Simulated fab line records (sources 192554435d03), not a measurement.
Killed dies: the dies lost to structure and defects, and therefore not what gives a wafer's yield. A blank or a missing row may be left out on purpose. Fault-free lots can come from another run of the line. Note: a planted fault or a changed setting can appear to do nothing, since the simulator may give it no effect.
fab line records || flow n5-finfet || part 2 of 2: steps 21 to 26 of 26
record {"lots": 5, "wafers": 15, "last-day": 18}
route steps=1938 shown BEOL_M3@946
lots untouched by any fault: they come from a run of this same line in which no faults occurred
start-h: hours from the record's first day to the start of the lot's first wafer shown || wait-h: hours from the lot's prior step to this one || " unchanged from the row above || L1.1+2: a row that stands for several wafers || - no value, or no start given || * or withheld: withheld || < > ~ a bound
route shown NAME@n: NAME is a module with steps in the file, n the number in the route of the first one || usual: average and standard deviation across the fault-free wafers || same: alike in all rows || chamber/n: place in a boat || sites: readings site by site || _std_site: standard deviation of those values || _edge_site: the outer-site mean with the inner-site mean subtracted || radius-mm: for every site, how far away it sits from the centre of the wafer || mask NAME#n: copy n || behind: the last tool/chamber to shape the wafer || hold: the reason the lot was held/the length of the hold in hours/how it ended || device: the n, p or np transistor that did not switch || end of line: at the end of the route, the tests of the same wafers || where a step has no rows: the recipe by itself || killed: at the first sort, the dies lost to defects and structure; wafer yield is something else || map: shows each die of a wafer: x if killed, . if not, _ if none is there
set.NAME: setting as actually run; set.NAME@STEP: the setting as run at that earlier step || model.NAME: the simulator's own value behind a step, which no gauge read
lots at selected steps of the route; one table per step, one row per wafer
services: the hour from which a tool's chamber was out of use, counted from the record's first day as start-h (under 0 if before that day), plus the number of hours and why
## steps
# step N5_BEOL_M3_CD_MEAS_28
# recipe {"target-cd-nm": 25.7, "landing-energy-ev": 500, "detector": "se-inlens", "target-cd-y-nm": 23.3, "polarity": "opening"}
# usual {"cd-nm": "25.59/0.24"}
{"lot.wafer": "L079.1", "tool": "cd-sem-03", "chamber": 0, "start-h": 178.82, "wait-h": "-", "cd-nm": 25.79}
{"lot.wafer": "L079.5", "tool": "cd-sem-03", "chamber": 0, "start-h": 178.82, "wait-h": "-", "cd-nm": 25.68}
{"lot.wafer": "L079.6", "tool": "cd-sem-03", "chamber": 0, "start-h": 178.82, "wait-h": "-", "cd-nm": 26.09}
{"lot.wafer": "L083.3", "tool": "cd-sem-03", "chamber": 0, "start-h": 191.70, "wait-h": "-", "cd-nm": 25.87}
{"lot.wafer": "L083.4", "tool": "cd-sem-03", "chamber": 0, "start-h": 191.70, "wait-h": "-", "cd-nm": 25.54}
{"lot.wafer": "L083.6", "tool": "cd-sem-03", "chamber": 0, "start-h": 191.70, "wait-h": "-", "cd-nm": 25.94}
{"lot.wafer": "L087.2", "tool": "cd-sem-02", "chamber": 0, "start-h": 233.16, "wait-h": "-", "cd-nm": 25.11}
{"lot.wafer": "L087.3", "tool": "cd-sem-02", "chamber": 0, "start-h": 233.16, "wait-h": "-", "cd-nm": 25.49}
{"lot.wafer": "L087.4", "tool": "cd-sem-02", "chamber": 0, "start-h": 233.16, "wait-h": "-", "cd-nm": 25.34}
{"lot.wafer": "L095.2", "tool": "cd-sem-01", "chamber": 0, "start-h": 276.37, "wait-h": "-", "cd-nm": 25.51}
{"lot.wafer": "L095.4", "tool": "cd-sem-01", "chamber": 0, "start-h": 276.37, "wait-h": "-", "cd-nm": 25.87}
{"lot.wafer": "L095.5", "tool": "cd-sem-01", "chamber": 0, "start-h": 276.37, "wait-h": "-", "cd-nm": 25.93}
{"lot.wafer": "L097.2", "tool": "cd-sem-02", "chamber": 0, "start-h": 284.79, "wait-h": "-", "cd-nm": 25.54}
{"lot.wafer": "L097.3", "tool": "cd-sem-02", "chamber": 0, "start-h": 284.79, "wait-h": "-", "cd-nm": 25.23}
{"lot.wafer": "L097.5", "tool": "cd-sem-02", "chamber": 0, "start-h": 284.79, "wait-h": "-", "cd-nm": 25.28}
# step N5_BEOL_M3_OVL_MEAS_29
# recipe {"points-per-wafer": 522}
# usual {"V2_OVL": "-0.1/0.69"}
{"lot.wafer": "L079.1", "tool": "overlay-02", "chamber": 0, "start-h": 178.85, "wait-h": 0.0, "V2_OVL[nm]": 0.5}
{"lot.wafer": "L079.5", "tool": "overlay-02", "chamber": 0, "start-h": 178.85, "wait-h": 0.0, "V2_OVL[nm]": 0.6}
{"lot.wafer": "L079.6", "tool": "overlay-02", "chamber": 0, "start-h": 178.85, "wait-h": 0.0, "V2_OVL[nm]": -1.2}
{"lot.wafer": "L083.3", "tool": "overlay-02", "chamber": 0, "start-h": 191.74, "wait-h": 0.0, "V2_OVL[nm]": 0.4}
{"lot.wafer": "L083.4", "tool": "overlay-02", "chamber": 0, "start-h": 191.74, "wait-h": 0.0, "V2_OVL[nm]": 0.9}
{"lot.wafer": "L083.6", "tool": "overlay-02", "chamber": 0, "start-h": 191.74, "wait-h": 0.0, "V2_OVL[nm]": 0.5}
{"lot.wafer": "L087.2", "tool": "overlay-02", "chamber": 0, "start-h": 233.19, "wait-h": 0.0, "V2_OVL[nm]": -1.1}
{"lot.wafer": "L087.3", "tool": "overlay-02", "chamber": 0, "start-h": 233.19, "wait-h": 0.0, "V2_OVL[nm]": -0.2}
{"lot.wafer": "L087.4", "tool": "overlay-02", "chamber": 0, "start-h": 233.19, "wait-h": 0.0, "V2_OVL[nm]": -1.2}
{"lot.wafer": "L095.2", "tool": "overlay-01", "chamber": 0, "start-h": 276.41, "wait-h": 0.0, "V2_OVL[nm]": -0.7}
{"lot.wafer": "L095.4", "tool": "overlay-01", "chamber": 0, "start-h": 276.41, "wait-h": 0.0, "V2_OVL[nm]": -0.8}
{"lot.wafer": "L095.5", "tool": "overlay-01", "chamber": 0, "start-h": 276.41, "wait-h": 0.0, "V2_OVL[nm]": 0.1}
{"lot.wafer": "L097.2", "tool": "overlay-02", "chamber": 0, "start-h": 284.82, "wait-h": 0.0, "V2_OVL[nm]": -0.2}
{"lot.wafer": "L097.3", "tool": "overlay-02", "chamber": 0, "start-h": 284.82, "wait-h": 0.0, "V2_OVL[nm]": -0.4}
{"lot.wafer": "L097.5", "tool": "overlay-02", "chamber": 0, "start-h": 284.82, "wait-h": 0.0, "V2_OVL[nm]": 0.2}
# step N5_BEOL_M3_INSPECT_30
# recipe {"mode": "adi", "inspect-instrument": "brightfield"}
# usual {"raw-defect-count": "409/95"}
{"lot.wafer": "L079.1", "tool": "defect-inspect-02", "chamber": "-", "start-h": 178.91, "wait-h": 0.1, "raw-defect-count": 376}
{"lot.wafer": "L079.5", "tool": "defect-inspect-02", "chamber": "-", "start-h": 178.91, "wait-h": 0.1, "raw-defect-count": 386}
{"lot.wafer": "L079.6", "tool": "defect-inspect-02", "chamber": "-", "start-h": 178.91, "wait-h": 0.1, "raw-defect-count": 416}
{"lot.wafer": "L083.3", "tool": "defect-inspect-01", "chamber": "-", "start-h": 191.79, "wait-h": 0.0, "raw-defect-count": 361}
{"lot.wafer": "L083.4", "tool": "defect-inspect-01", "chamber": "-", "start-h": 191.79, "wait-h": 0.0, "raw-defect-count": 327}
{"lot.wafer": "L083.6", "tool": "defect-inspect-01", "chamber": "-", "start-h": 191.79, "wait-h": 0.0, "raw-defect-count": 253}
{"lot.wafer": "L087.2", "tool": "defect-inspect-02", "chamber": "-", "start-h": 233.24, "wait-h": 0.0, "raw-defect-count": 285}
{"lot.wafer": "L087.3", "tool": "defect-inspect-02", "chamber": "-", "start-h": 233.24, "wait-h": 0.0, "raw-defect-count": 304}
{"lot.wafer": "L087.4", "tool": "defect-inspect-02", "chamber": "-", "start-h": 233.24, "wait-h": 0.0, "raw-defect-count": 384}
{"lot.wafer": "L095.2", "tool": "defect-inspect-02", "chamber": "-", "start-h": 276.46, "wait-h": 0.0, "raw-defect-count": 533}
{"lot.wafer": "L095.4", "tool": "defect-inspect-02", "chamber": "-", "start-h": 276.46, "wait-h": 0.0, "raw-defect-count": 498}
{"lot.wafer": "L095.5", "tool": "defect-inspect-02", "chamber": "-", "start-h": 276.46, "wait-h": 0.0, "raw-defect-count": 435}
{"lot.wafer": "L097.2", "tool": "defect-inspect-02", "chamber": "-", "start-h": 284.89, "wait-h": 0.1, "raw-defect-count": 382}
{"lot.wafer": "L097.3", "tool": "defect-inspect-02", "chamber": "-", "start-h": 284.89, "wait-h": 0.1, "raw-defect-count": 355}
{"lot.wafer": "L097.5", "tool": "defect-inspect-02", "chamber": "-", "start-h": 284.89, "wait-h": 0.1, "raw-defect-count": 423}
# step N5_BEOL_M3_DESCUM_33
# recipe {"chemistry": "O2", "time-s": 7, "source-power-w": 50, "bias-power-w": 20, "pressure-mtorr": 20, "rf-frequency-hz": 2.712e+07, "temp-c": 40, "resist": "CAR-EUV", "o2-flow-sccm": 225}
# usual {"drypump-motor-current-A": "5.7/0.54", "oes-product-au": "0.84/0.092", "rf-vpp-V": "243.9/1.3", "showerhead-plenum-p-Torr": "2.15/0.07", "throttle-valve-pct": "20.32/0.25"}
{"lot.wafer": "L079.1", "tool": "rie-diel-04", "chamber": 0, "start-h": 178.94, "wait-h": 0.0, "drypump-motor-current-A": 6.4, "oes-product-au": 0.88, "rf-hours-counter-h": 37, "rf-vpp-V": 242.6, "showerhead-plenum-p-Torr": 2.14, "throttle-valve-pct": 20.67}
{"lot.wafer": "L079.5", "tool": "rie-diel-04", "chamber": 1, "start-h": 178.94, "wait-h": 0.0, "drypump-motor-current-A": 4.7, "oes-product-au": 0.70, "rf-hours-counter-h": "-", "rf-vpp-V": 243.5, "showerhead-plenum-p-Torr": 2.15, "throttle-valve-pct": 20.23}
{"lot.wafer": "L079.6", "tool": "rie-diel-04", "chamber": 2, "start-h": 178.94, "wait-h": 0.0, "drypump-motor-current-A": 5.4, "oes-product-au": 0.91, "rf-hours-counter-h": "-", "rf-vpp-V": 243.1, "showerhead-plenum-p-Torr": 2.22, "throttle-valve-pct": 20.24}
{"lot.wafer": "L083.3", "tool": "rie-diel-03", "chamber": 1, "start-h": 191.91, "wait-h": 0.1, "drypump-motor-current-A": 5.4, "oes-product-au": 0.73, "rf-hours-counter-h": 194, "rf-vpp-V": 243.7, "showerhead-plenum-p-Torr": 2.18, "throttle-valve-pct": 20.58}
{"lot.wafer": "L083.4", "tool": "rie-diel-03", "chamber": 3, "start-h": 191.91, "wait-h": 0.1, "drypump-motor-current-A": 6.2, "oes-product-au": 0.90, "rf-hours-counter-h": 19, "rf-vpp-V": 244.9, "showerhead-plenum-p-Torr": 2.23, "throttle-valve-pct": 20.42}
{"lot.wafer": "L083.6", "tool": "rie-diel-03", "chamber": 3, "start-h": 191.91, "wait-h": 0.1, "drypump-motor-current-A": 6.2, "oes-product-au": 0.91, "rf-hours-counter-h": "-", "rf-vpp-V": 244.8, "showerhead-plenum-p-Torr": 2.23, "throttle-valve-pct": 20.42}
{"lot.wafer": "L087.2", "tool": "rie-diel-03", "chamber": 0, "start-h": 233.61, "wait-h": 0.4, "drypump-motor-current-A": 5.9, "oes-product-au": 0.94, "rf-hours-counter-h": 25, "rf-vpp-V": 244.9, "showerhead-plenum-p-Torr": 2.22, "throttle-valve-pct": 20.10}
{"lot.wafer": "L087.3", "tool": "rie-diel-03", "chamber": 3, "start-h": 233.61, "wait-h": 0.4, "drypump-motor-current-A": 6.2, "oes-product-au": 0.87, "rf-hours-counter-h": 31, "rf-vpp-V": 246.6, "showerhead-plenum-p-Torr": 2.23, "throttle-valve-pct": 20.44}
{"lot.wafer": "L087.4", "tool": "rie-diel-03", "chamber": 0, "start-h": 233.61, "wait-h": 0.4, "drypump-motor-current-A": 5.9, "oes-product-au": 0.94, "rf-hours-counter-h": "-", "rf-vpp-V": 244.9, "showerhead-plenum-p-Torr": 2.22, "throttle-valve-pct": 20.09}
{"lot.wafer": "L095.2", "tool": "rie-diel-03", "chamber": 0, "start-h": 276.82, "wait-h": 0.4, "drypump-motor-current-A": 5.9, "oes-product-au": 0.91, "rf-hours-counter-h": 39, "rf-vpp-V": 245.3, "showerhead-plenum-p-Torr": 2.21, "throttle-valve-pct": 20.14}
{"lot.wafer": "L095.4", "tool": "rie-diel-03", "chamber": 2, "start-h": 276.82, "wait-h": 0.4, "drypump-motor-current-A": 5.1, "oes-product-au": 0.96, "rf-hours-counter-h": 3, "rf-vpp-V": 244.5, "showerhead-plenum-p-Torr": 2.25, "throttle-valve-pct": 20.22}
{"lot.wafer": "L095.5", "tool": "rie-diel-03", "chamber": 3, "start-h": 276.82, "wait-h": 0.4, "drypump-motor-current-A": 6.2, "oes-product-au": 0.85, "rf-hours-counter-h": "-", "rf-vpp-V": 245.1, "showerhead-plenum-p-Torr": 2.22, "throttle-valve-pct": 20.48}
{"lot.wafer": "L097.2", "tool": "rie-diel-04", "chamber": 2, "start-h": 284.92, "wait-h": 0.0, "drypump-motor-current-A": 5.4, "oes-product-au": 0.85, "rf-hours-counter-h": 60, "rf-vpp-V": 243.3, "showerhead-plenum-p-Torr": 2.21, "throttle-valve-pct": 20.27}
{"lot.wafer": "L097.3", "tool": "rie-diel-04", "chamber": 1, "start-h": 284.92, "wait-h": 0.0, "drypump-motor-current-A": 4.7, "oes-product-au": 0.90, "rf-hours-counter-h": 23, "rf-vpp-V": 244.4, "showerhead-plenum-p-Torr": 2.14, "throttle-valve-pct": 19.90}
{"lot.wafer": "L097.5", "tool": "rie-diel-04", "chamber": 0, "start-h": 284.92, "wait-h": 0.0, "drypump-motor-current-A": 6.4, "oes-product-au": 0.82, "rf-hours-counter-h": "-", "rf-vpp-V": 243.5, "showerhead-plenum-p-Torr": 2.13, "throttle-valve-pct": 20.71}
# step N5_BEOL_M3_ETCH_77
# recipe {"chemistry": "N2/H2", "target": "underlayer", "target-depth-a": 65, "mask-material": "CAR-EUV", "time-s": 5.2, "ion-energy-ev": 200, "pressure-mtorr": 30, "source-w": 840, "bias-w": 150, "n2-flow-sccm": 200, "h2-flow-sccm": 200, "ends": "cleared"}
# usual {"drypump-motor-current-A": "5.8/0.54", "etch-rf-on-time-s": "5.15/0.097", "h2-flow-sccm": "200.1/0.56", "oes-product-au": "0.72/0.078", "rf-vpp-V": "525.5/2.4", "showerhead-plenum-p-Torr": "2.61/0.085", "throttle-valve-pct": "17.76/0.25"}
{"lot.wafer": "L079.1", "tool": "rie-diel-04", "chamber": 0, "start-h": 178.97, "wait-h": 0.0, "drypump-motor-current-A": 6.5, "etch-rf-on-time-s": 5.06, "h2-flow-sccm": 199.8, "oes-product-au": 0.75, "rf-hours-counter-h": 37, "rf-vpp-V": 524.4, "showerhead-plenum-p-Torr": 2.58, "throttle-valve-pct": 17.93}
{"lot.wafer": "L079.5", "tool": "rie-diel-04", "chamber": 1, "start-h": 178.97, "wait-h": 0.0, "drypump-motor-current-A": 4.7, "etch-rf-on-time-s": 5.12, "h2-flow-sccm": 200.7, "oes-product-au": 0.60, "rf-hours-counter-h": "-", "rf-vpp-V": 524.7, "showerhead-plenum-p-Torr": 2.61, "throttle-valve-pct": 17.78}
{"lot.wafer": "L079.6", "tool": "rie-diel-04", "chamber": 2, "start-h": 178.97, "wait-h": 0.0, "drypump-motor-current-A": 5.4, "etch-rf-on-time-s": 5.03, "h2-flow-sccm": 199.8, "oes-product-au": 0.77, "rf-hours-counter-h": "-", "rf-vpp-V": 528.7, "showerhead-plenum-p-Torr": 2.70, "throttle-valve-pct": 17.69}
{"lot.wafer": "L083.3", "tool": "rie-diel-03", "chamber": 1, "start-h": 191.94, "wait-h": 0.0, "drypump-motor-current-A": 5.4, "etch-rf-on-time-s": 5.28, "h2-flow-sccm": 201.1, "oes-product-au": 0.63, "rf-hours-counter-h": 194, "rf-vpp-V": 526.8, "showerhead-plenum-p-Torr": 2.65, "throttle-valve-pct": 18.16}
{"lot.wafer": "L083.4", "tool": "rie-diel-03", "chamber": 3, "start-h": 191.94, "wait-h": 0.0, "drypump-motor-current-A": 6.2, "etch-rf-on-time-s": 5.21, "h2-flow-sccm": 200.9, "oes-product-au": 0.77, "rf-hours-counter-h": 19, "rf-vpp-V": 526.5, "showerhead-plenum-p-Torr": 2.72, "throttle-valve-pct": 17.85}
{"lot.wafer": "L083.6", "tool": "rie-diel-03", "chamber": 3, "start-h": 191.94, "wait-h": 0.0, "drypump-motor-current-A": 6.3, "etch-rf-on-time-s": 5.21, "h2-flow-sccm": 200.2, "oes-product-au": 0.77, "rf-hours-counter-h": "-", "rf-vpp-V": 529.8, "showerhead-plenum-p-Torr": 2.72, "throttle-valve-pct": 17.85}
{"lot.wafer": "L087.2", "tool": "rie-diel-03", "chamber": 0, "start-h": 233.65, "wait-h": 0.0, "drypump-motor-current-A": 5.9, "etch-rf-on-time-s": 5.06, "h2-flow-sccm": 199.5, "oes-product-au": 0.79, "rf-hours-counter-h": 25, "rf-vpp-V": 529.6, "showerhead-plenum-p-Torr": 2.69, "throttle-valve-pct": 17.51}
{"lot.wafer": "L087.3", "tool": "rie-diel-03", "chamber": 3, "start-h": 233.65, "wait-h": 0.0, "drypump-motor-current-A": 6.2, "etch-rf-on-time-s": 5.08, "h2-flow-sccm": 200.3, "oes-product-au": 0.75, "rf-hours-counter-h": 31, "rf-vpp-V": 529.0, "showerhead-plenum-p-Torr": 2.72, "throttle-valve-pct": 17.89}
{"lot.wafer": "L087.4", "tool": "rie-diel-03", "chamber": 0, "start-h": 233.65, "wait-h": 0.0, "drypump-motor-current-A": 5.9, "etch-rf-on-time-s": 5.07, "h2-flow-sccm": 200.2, "oes-product-au": 0.80, "rf-hours-counter-h": "-", "rf-vpp-V": 528.6, "showerhead-plenum-p-Torr": 2.69, "throttle-valve-pct": 17.49}
{"lot.wafer": "L095.2", "tool": "rie-diel-03", "chamber": 0, "start-h": 276.85, "wait-h": 0.0, "drypump-motor-current-A": 5.9, "etch-rf-on-time-s": 5.09, "h2-flow-sccm": 200.9, "oes-product-au": 0.78, "rf-hours-counter-h": 39, "rf-vpp-V": 526.2, "showerhead-plenum-p-Torr": 2.68, "throttle-valve-pct": 17.51}
{"lot.wafer": "L095.4", "tool": "rie-diel-03", "chamber": 2, "start-h": 276.85, "wait-h": 0.0, "drypump-motor-current-A": 5.1, "etch-rf-on-time-s": 5.04, "h2-flow-sccm": 199.8, "oes-product-au": 0.81, "rf-hours-counter-h": 3, "rf-vpp-V": 526.2, "showerhead-plenum-p-Torr": 2.71, "throttle-valve-pct": 17.51}
{"lot.wafer": "L095.5", "tool": "rie-diel-03", "chamber": 3, "start-h": 276.85, "wait-h": 0.0, "drypump-motor-current-A": 6.2, "etch-rf-on-time-s": 5.21, "h2-flow-sccm": 198.6, "oes-product-au": 0.73, "rf-hours-counter-h": "-", "rf-vpp-V": 527.9, "showerhead-plenum-p-Torr": 2.71, "throttle-valve-pct": 17.89}
{"lot.wafer": "L097.2", "tool": "rie-diel-04", "chamber": 2, "start-h": 284.95, "wait-h": 0.0, "drypump-motor-current-A": 5.4, "etch-rf-on-time-s": 5.09, "h2-flow-sccm": 199.9, "oes-product-au": 0.73, "rf-hours-counter-h": 60, "rf-vpp-V": 527.1, "showerhead-plenum-p-Torr": 2.69, "throttle-valve-pct": 17.75}
{"lot.wafer": "L097.3", "tool": "rie-diel-04", "chamber": 1, "start-h": 284.95, "wait-h": 0.0, "drypump-motor-current-A": 4.7, "etch-rf-on-time-s": 5.14, "h2-flow-sccm": 199.5, "oes-product-au": 0.75, "rf-hours-counter-h": 23, "rf-vpp-V": 525.4, "showerhead-plenum-p-Torr": 2.60, "throttle-valve-pct": 17.39}
{"lot.wafer": "L097.5", "tool": "rie-diel-04", "chamber": 0, "start-h": 284.95, "wait-h": 0.0, "drypump-motor-current-A": 6.4, "etch-rf-on-time-s": 5.13, "h2-flow-sccm": 200.1, "oes-product-au": 0.70, "rf-hours-counter-h": "-", "rf-vpp-V": 526.0, "showerhead-plenum-p-Torr": 2.57, "throttle-valve-pct": 17.96}
# step N5_BEOL_M3_ETCH_69
# recipe {"chemistry": "CF4", "target": "SiARC", "target-depth-a": 156, "mask-material": "CAR-EUV", "time-s": 26, "ion-energy-ev": 80, "pressure-mtorr": 40, "source-w": 545, "bias-w": 36, "Ar_flow_sccm": 100, "cf4-flow-sccm": 100, "ends": "cleared"}
# usual {"drypump-motor-current-A": "5.7/0.54", "etch-rf-on-time-s": "25.7/0.5", "oes-product-au": "0.72/0.078", "rf-vpp-V": "184.5/1.1", "showerhead-plenum-p-Torr": "2.19/0.067", "throttle-valve-pct": "15.48/0.23"}
{"lot.wafer": "L079.1", "tool": "rie-diel-04", "chamber": 0, "start-h": 178.99, "wait-h": 0.0, "drypump-motor-current-A": 6.4, "etch-rf-on-time-s": 25.0, "oes-product-au": 0.75, "rf-hours-counter-h": 37, "rf-vpp-V": 185.4, "showerhead-plenum-p-Torr": 2.17, "throttle-valve-pct": 15.66}
{"lot.wafer": "L079.5", "tool": "rie-diel-04", "chamber": 1, "start-h": 178.99, "wait-h": 0.0, "drypump-motor-current-A": 4.7, "etch-rf-on-time-s": 25.6, "oes-product-au": 0.60, "rf-hours-counter-h": "-", "rf-vpp-V": 186.3, "showerhead-plenum-p-Torr": 2.20, "throttle-valve-pct": 15.45}
{"lot.wafer": "L079.6", "tool": "rie-diel-04", "chamber": 2, "start-h": 178.99, "wait-h": 0.0, "drypump-motor-current-A": 5.4, "etch-rf-on-time-s": 25.1, "oes-product-au": 0.78, "rf-hours-counter-h": "-", "rf-vpp-V": 186.7, "showerhead-plenum-p-Torr": 2.27, "throttle-valve-pct": 15.40}
{"lot.wafer": "L083.3", "tool": "rie-diel-03", "chamber": 1, "start-h": 191.96, "wait-h": 0.0, "drypump-motor-current-A": 5.4, "etch-rf-on-time-s": 26.5, "oes-product-au": 0.63, "rf-hours-counter-h": 194, "rf-vpp-V": 183.7, "showerhead-plenum-p-Torr": 2.20, "throttle-valve-pct": 15.68}
{"lot.wafer": "L083.4", "tool": "rie-diel-03", "chamber": 3, "start-h": 191.96, "wait-h": 0.0, "drypump-motor-current-A": 6.2, "etch-rf-on-time-s": 25.3, "oes-product-au": 0.77, "rf-hours-counter-h": 19, "rf-vpp-V": 186.0, "showerhead-plenum-p-Torr": 2.28, "throttle-valve-pct": 15.53}
{"lot.wafer": "L083.6", "tool": "rie-diel-03", "chamber": 3, "start-h": 191.96, "wait-h": 0.0, "drypump-motor-current-A": 6.2, "etch-rf-on-time-s": 25.6, "oes-product-au": 0.77, "rf-hours-counter-h": "-", "rf-vpp-V": 184.5, "showerhead-plenum-p-Torr": 2.28, "throttle-valve-pct": 15.52}
{"lot.wafer": "L087.2", "tool": "rie-diel-03", "chamber": 0, "start-h": 233.67, "wait-h": 0.0, "drypump-motor-current-A": 5.8, "etch-rf-on-time-s": 25.4, "oes-product-au": 0.79, "rf-hours-counter-h": 25, "rf-vpp-V": 184.4, "showerhead-plenum-p-Torr": 2.27, "throttle-valve-pct": 15.31}
{"lot.wafer": "L087.3", "tool": "rie-diel-03", "chamber": 3, "start-h": 233.67, "wait-h": 0.0, "drypump-motor-current-A": 6.2, "etch-rf-on-time-s": 25.4, "oes-product-au": 0.74, "rf-hours-counter-h": 31, "rf-vpp-V": 184.6, "showerhead-plenum-p-Torr": 2.27, "throttle-valve-pct": 15.54}
{"lot.wafer": "L087.4", "tool": "rie-diel-03", "chamber": 0, "start-h": 233.67, "wait-h": 0.0, "drypump-motor-current-A": 5.8, "etch-rf-on-time-s": 25.3, "oes-product-au": 0.79, "rf-hours-counter-h": "-", "rf-vpp-V": 186.3, "showerhead-plenum-p-Torr": 2.27, "throttle-valve-pct": 15.33}
{"lot.wafer": "L095.2", "tool": "rie-diel-03", "chamber": 0, "start-h": 276.87, "wait-h": 0.0, "drypump-motor-current-A": 5.9, "etch-rf-on-time-s": 25.3, "oes-product-au": 0.78, "rf-hours-counter-h": 39, "rf-vpp-V": 185.2, "showerhead-plenum-p-Torr": 2.27, "throttle-valve-pct": 15.34}
{"lot.wafer": "L095.4", "tool": "rie-diel-03", "chamber": 2, "start-h": 276.87, "wait-h": 0.0, "drypump-motor-current-A": 5.1, "etch-rf-on-time-s": 25.0, "oes-product-au": 0.83, "rf-hours-counter-h": 3, "rf-vpp-V": 184.7, "showerhead-plenum-p-Torr": 2.29, "throttle-valve-pct": 15.39}
{"lot.wafer": "L095.5", "tool": "rie-diel-03", "chamber": 3, "start-h": 276.87, "wait-h": 0.0, "drypump-motor-current-A": 6.2, "etch-rf-on-time-s": 25.3, "oes-product-au": 0.74, "rf-hours-counter-h": "-", "rf-vpp-V": 185.5, "showerhead-plenum-p-Torr": 2.27, "throttle-valve-pct": 15.58}
{"lot.wafer": "L097.2", "tool": "rie-diel-04", "chamber": 2, "start-h": 284.97, "wait-h": 0.0, "drypump-motor-current-A": 5.4, "etch-rf-on-time-s": 25.2, "oes-product-au": 0.73, "rf-hours-counter-h": 60, "rf-vpp-V": 185.1, "showerhead-plenum-p-Torr": 2.26, "throttle-valve-pct": 15.44}
{"lot.wafer": "L097.3", "tool": "rie-diel-04", "chamber": 1, "start-h": 284.97, "wait-h": 0.0, "drypump-motor-current-A": 4.6, "etch-rf-on-time-s": 25.5, "oes-product-au": 0.76, "rf-hours-counter-h": 23, "rf-vpp-V": 184.8, "showerhead-plenum-p-Torr": 2.19, "throttle-valve-pct": 15.04}
{"lot.wafer": "L097.5", "tool": "rie-diel-04", "chamber": 0, "start-h": 284.97, "wait-h": 0.0, "drypump-motor-current-A": 6.5, "etch-rf-on-time-s": 25.5, "oes-product-au": 0.71, "rf-hours-counter-h": "-", "rf-vpp-V": 185.0, "showerhead-plenum-p-Torr": 2.16, "throttle-valve-pct": 15.71}
## services
{"tool": "euv-scanner-02", "chamber": "-", "start-h": 163.25, "hours": 1.0, "kind": "pm"}
{"tool": "euv-scanner-01", "chamber": "-", "start-h": 172.09, "hours": 1.0, "kind": "pm"}
{"tool": "rie-diel-04", "chamber": 1, "start-h": 179.78, "hours": 2.1, "kind": "repair"}
{"tool": "rie-diel-04", "chamber": 1, "start-h": 183.93, "hours": "-", "kind": "clean"}
{"tool": "rie-diel-04", "chamber": 1, "start-h": 183.93, "hours": "-", "kind": "consumable-replace:focus-ring"}
{"tool": "rie-diel-04", "chamber": 1, "start-h": 183.93, "hours": 21.3, "kind": "scheduled-down"}
{"tool": "rie-diel-04", "chamber": 1, "start-h": 183.93, "hours": 21.3, "kind": "vent-cycle"}
{"tool": "rie-metal-03", "chamber": 1, "start-h": 188.34, "hours": 22.3, "kind": "repair"}
{"tool": "rie-metal-02", "chamber": 1, "start-h": 200.89, "hours": 1.7, "kind": "repair"}
{"tool": "euv-scanner-01", "chamber": "-", "start-h": 204.87, "hours": 1.1, "kind": "repair"}
{"tool": "euv-scanner-02", "chamber": "-", "start-h": 219.40, "hours": 1.0, "kind": "pm"}
{"tool": "euv-scanner-01", "chamber": "-", "start-h": 228.24, "hours": 1.0, "kind": "pm"}
{"tool": "rie-diel-03", "chamber": 1, "start-h": 231.32, "hours": 3.0, "kind": "repair"}
{"tool": "euv-scanner-02", "chamber": "-", "start-h": 232.89, "hours": 0.7, "kind": "repair"}
{"tool": "rie-diel-06", "chamber": 2, "start-h": 238.25, "hours": 3.6, "kind": "repair"}
{"tool": "rie-diel-03", "chamber": 2, "start-h": 254.58, "hours": "-", "kind": "clean"}
{"tool": "rie-diel-03", "chamber": 2, "start-h": 254.58, "hours": "-", "kind": "consumable-replace:focus-ring"}
{"tool": "rie-diel-03", "chamber": 2, "start-h": 254.58, "hours": "-", "kind": "consumable-replace:showerhead"}
{"tool": "rie-metal-02", "chamber": "-", "start-h": 258.21, "hours": 0.2, "kind": "repair"}
{"tool": "euv-scanner-01", "chamber": "-", "start-h": 262.07, "hours": 0.3, "kind": "repair"}
{"tool": "euv-scanner-01", "chamber": "-", "start-h": 267.75, "hours": 4.6, "kind": "pm"}
{"tool": "euv-scanner-02", "chamber": "-", "start-h": 273.07, "hours": 4.6, "kind": "pm"}
{"tool": "rie-diel-04", "chamber": "-", "start-h": 275.75, "hours": 2.8, "kind": "pm"}
{"tool": "euv-scanner-01", "chamber": "-", "start-h": 284.39, "hours": 1.0, "kind": "pm"}
